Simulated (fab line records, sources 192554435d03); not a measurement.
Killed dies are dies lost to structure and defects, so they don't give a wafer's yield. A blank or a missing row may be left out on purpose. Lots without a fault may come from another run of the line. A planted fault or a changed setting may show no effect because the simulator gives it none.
Which tool did it? | flow n5_finfet | 12 lots, 32 wafers sampled, at 5 steps of a route of 1938

WHAT THE GAUGES READ, wafer by wafer
N5_BEOL_M10_CD_MEAS_35: target cd 70 nm.
lot  | measured     | on        | cd_nm (nm)
L890 | day 10 21:58 | cd_sem-02 | 70.5 70.0 70.8
L895 | day 12 02:32 | cd_sem-02 | 69.2 69.6 70.1
L897 | day 12 02:43 | cd_sem-03 | 69.8 68.9
L896 | day 12 10:22 | cd_sem-03 | 70.6 70.1
L898 | day 13 01:20 | cd_sem-03 | 69.1 70.6 69.4
L899 | day 13 21:44 | cd_sem-03 | 69.3 69.9 70.1
L903 | day 14 03:04 | cd_sem-01 | 69.1 69.9 69.5
L908 | day 14 22:30 | cd_sem-01 | 69.3 69.7
L909 | day 15 21:34 | cd_sem-02 | 71.2 70.0 71.8
L910 | day 16 06:34 | cd_sem-01 | 68.2 69.3 69.2
L912 | day 16 08:19 | cd_sem-02 | 70.1 69.6 70.3
L911 | day 16 13:58 | cd_sem-01 | 71.5 69.9

N5_BEOL_M11_THK_MEAS_01.
lot  | measured     | on            | M11_ILD_THK (nm)
L890 | day 11 02:35 | film_metro-02 | 261 263 266
L895 | day 12 06:55 | film_metro-02 | 265 268 269
L897 | day 12 07:00 | film_metro-01 | 272 271
L896 | day 12 13:37 | film_metro-02 | 261 262
L898 | day 13 06:28 | film_metro-01 | 266 274 268
L899 | day 14 00:50 | film_metro-01 | 267 272 270
L903 | day 14 06:16 | film_metro-02 | 268 269 270
L908 | day 15 02:02 | film_metro-01 | 272 272
L909 | day 16 01:22 | film_metro-02 | 266 266 270
L910 | day 16 10:06 | film_metro-01 | 263 269 267
L912 | day 16 11:25 | film_metro-01 | 264 263 269
L911 | day 16 17:52 | film_metro-01 | 269 267

N5_BEOL_M11_CD_MEAS_28: target cd 70 nm.
lot  | measured     | on        | cd_nm (nm)
L890 | day 11 06:14 | cd_sem-01 | 71.1 69.3 69.5
L895 | day 12 18:09 | cd_sem-03 | 69.4 68.3 69.0
L897 | day 12 17:38 | cd_sem-01 | 68.8 69.1
L896 | day 12 17:59 | cd_sem-01 | 68.9 69.7
L898 | day 13 10:46 | cd_sem-01 | 71.6 70.3 70.7
L899 | day 14 02:41 | cd_sem-02 | 71.5 71.9 71.2
L903 | day 14 12:29 | cd_sem-01 | 68.1 68.2 75.8
L908 | day 15 03:46 | cd_sem-03 | 69.0 69.7
L909 | day 16 05:16 | cd_sem-01 | 68.5 69.8 69.1
L910 | day 16 13:14 | cd_sem-01 | 68.4 68.9 69.3
L912 | day 16 17:02 | cd_sem-03 | 69.3 68.1 68.6
L911 | day 16 22:11 | cd_sem-01 | 70.4 71.0

WHICH TOOL RAN EACH LOT (tool, then ch and the chambers of the sampled wafers, then the start)
lot  | N5_BEOL_M10_DESCUM_33              | N5_BEOL_M11_PEB_26
L890 | rie_diel-01 ch 1,3, day 10 21:20   | litho_track-02 ch 0, day 11 06:10
L895 | rie_diel-01 ch 0,1,2, day 12 01:54 | litho_track-01 ch 0, day 12 18:05
L897 | rie_diel-05 ch 1,3, day 12 02:04   | litho_track-01 ch 0, day 12 17:34
L896 | rie_diel-05 ch 2,3, day 12 09:43   | litho_track-02 ch 0, day 12 17:55
L898 | rie_diel-05 ch 0,1,2, day 13 00:41 | litho_track-04 ch 0, day 13 10:41
L899 | rie_diel-05 ch 1,3, day 13 21:06   | litho_track-04 ch 0, day 14 02:37
L903 | rie_diel-06 ch 0,1,2, day 14 02:25 | litho_track-01 ch 0, day 14 12:25
L908 | rie_diel-06 ch 2,3, day 14 21:51   | litho_track-02 ch 0, day 15 03:42
L909 | rie_diel-01 ch 1,2, day 15 20:55   | litho_track-02 ch 0, day 16 05:11
L910 | rie_diel-01 ch 0,1,3, day 16 05:55 | litho_track-02 ch 0, day 16 13:10
L912 | rie_diel-01 ch 1,3, day 16 07:41   | litho_track-02 ch 0, day 16 16:58
L911 | rie_diel-05 ch 1,3, day 16 13:20   | litho_track-04 ch 0, day 16 22:08
- N5_BEOL_M10_DESCUM_33: chemistry O2, time 7.9 s.
- N5_BEOL_M11_PEB_26: peb time 60 s.

WHAT THE TOOLS THEMSELVES READ (means of the sampled wafers that have a number; where no wafer has one, the mark that the record gives instead)
N5_BEOL_M10_DESCUM_33.
lot  | tool        | drypump_motor_current_A (A) | oes_product_au (a.u.) | rf_fwd_power_W (W) | rf_vpp_V (V) | showerhead_plenum_p_Torr (Torr) | throttle_valve_pct (%)
L890 | rie_diel-01 | 5.9                         | 0.77                  | 49.32              | 243.6        | 2.13                            | 20.59
L895 | rie_diel-01 | 5.5                         | 0.83                  | 49.38              | 243.8        | 2.13                            | 20.46
L897 | rie_diel-05 | 6.1                         | 0.88                  | 49.49              | 244.1        | 2.07                            | 20.36
L896 | rie_diel-05 | 6.0                         | 0.85                  | 49.33              | 243.6        | 2.08                            | 20.45
L898 | rie_diel-05 | 5.8                         | 0.81                  | 49.48              | 242.8        | 2.06                            | 20.45
L899 | rie_diel-05 | 6.0                         | 0.85                  | 49.63              | 242.8        | 2.05                            | 20.43
L903 | rie_diel-06 | 5.6                         | 0.84                  | 49.58              | 243.7        | 2.16                            | 20.39
L908 | rie_diel-06 | 5.2                         | 0.83                  | 49.30              | 244.2        | 2.17                            | 20.44
L909 | rie_diel-01 | 5.3                         | 0.81                  | 49.38              | 243.5        | 2.12                            | 20.49
L910 | rie_diel-01 | 5.7                         | 0.81                  | 49.32              | 243.5        | 2.12                            | 20.53
L912 | rie_diel-01 | 5.9                         | 0.81                  | 49.35              | 242.4        | 2.11                            | 20.54
L911 | rie_diel-05 | 6.1                         | 0.82                  | 49.65              | 243.3        | 2.06                            | 20.43

THE ANSWER, worked out from the rows above alone
Rule: what is usual is taken from the lots themselves. Put in order of their means at a reading, lots are off if they are a third of the lots or fewer, leave a main group of 4 or more, and stand apart from it by a gap of 3 or more times the standard deviation of the main group's means; of several such gaps the widest counts. A main group whose means are all the same, to the digits that the tables above print for the reading, isn't used. A lot without any number at a reading at which 4 lots or more have one is off too. The other lots that the step has rows for count as sound. The gauges are gone through in route order, then the tools' own readings, and for those a lot's mean is taken as printed above. The first step at which some lot is off is used, and at that step the reading that is off furthest; a lot without a number counts as furthest.
No lot is off at any reading shown: from this, nothing can be told.

WHAT THE SIMULATOR HAD PUT IN
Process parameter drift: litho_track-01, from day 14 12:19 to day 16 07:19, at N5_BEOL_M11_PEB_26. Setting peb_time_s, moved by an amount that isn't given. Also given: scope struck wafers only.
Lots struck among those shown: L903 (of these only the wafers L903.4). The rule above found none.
